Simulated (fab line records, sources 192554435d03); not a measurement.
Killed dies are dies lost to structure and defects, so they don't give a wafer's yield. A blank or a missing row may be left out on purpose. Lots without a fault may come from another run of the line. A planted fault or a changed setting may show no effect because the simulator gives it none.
Which tool did it? | flow n5_finfet | 11 lots, 33 wafers sampled, at 1 step of a route of 1938

WHAT THE GAUGES READ, wafer by wafer
N5_BEOL_M14_RS_MEAS_54: measures by four-point-probe.
lot  | measured     | on            | M14_RS (ohm/sq)
L296 | day 11 04:47 | film_metro-01 | 0.0334 0.0335 0.0333
L297 | day 11 05:35 | film_metro-01 | 0.0341 0.0335 0.0333
L298 | day 11 05:59 | film_metro-02 | 0.0326 0.0325 0.0324
L300 | day 11 19:38 | film_metro-02 | 0.0332 0.0333 0.0330
L302 | day 12 06:29 | film_metro-01 | 0.0329 0.0325 0.0326
L301 | day 12 07:18 | film_metro-01 | 0.0331 0.0328 0.0331
L306 | day 13 22:42 | film_metro-02 | 0.0336 0.0331 0.0337
L310 | day 14 17:44 | film_metro-01 | 0.0326 0.0330 0.0329
L313 | day 15 00:42 | film_metro-01 | 0.0324 0.0328 0.0337
L316 | day 16 08:59 | film_metro-01 | 0.0330 0.0329 0.0330
L317 | day 17 02:32 | film_metro-01 | 0.0336 0.0326 0.0337

WHICH TOOL RAN EACH LOT (tool, then ch and the chambers of the sampled wafers, then the start)
The record holds no process step before these readings.

THE ANSWER, worked out from the rows above alone
Rule: what is usual is taken from the lots themselves. Put in order of their means at a reading, lots are off if they are a third of the lots or fewer, leave a main group of 4 or more, and stand apart from it by a gap of 3 or more times the standard deviation of the main group's means; of several such gaps the widest counts. A main group whose means are all the same, to the digits that the tables above print for the reading, isn't used. A lot without any number at a reading at which 4 lots or more have one is off too. The other lots that the step has rows for count as sound.
No lot is off at any reading shown: from this, nothing can be told.

WHAT THE SIMULATOR HAD PUT IN
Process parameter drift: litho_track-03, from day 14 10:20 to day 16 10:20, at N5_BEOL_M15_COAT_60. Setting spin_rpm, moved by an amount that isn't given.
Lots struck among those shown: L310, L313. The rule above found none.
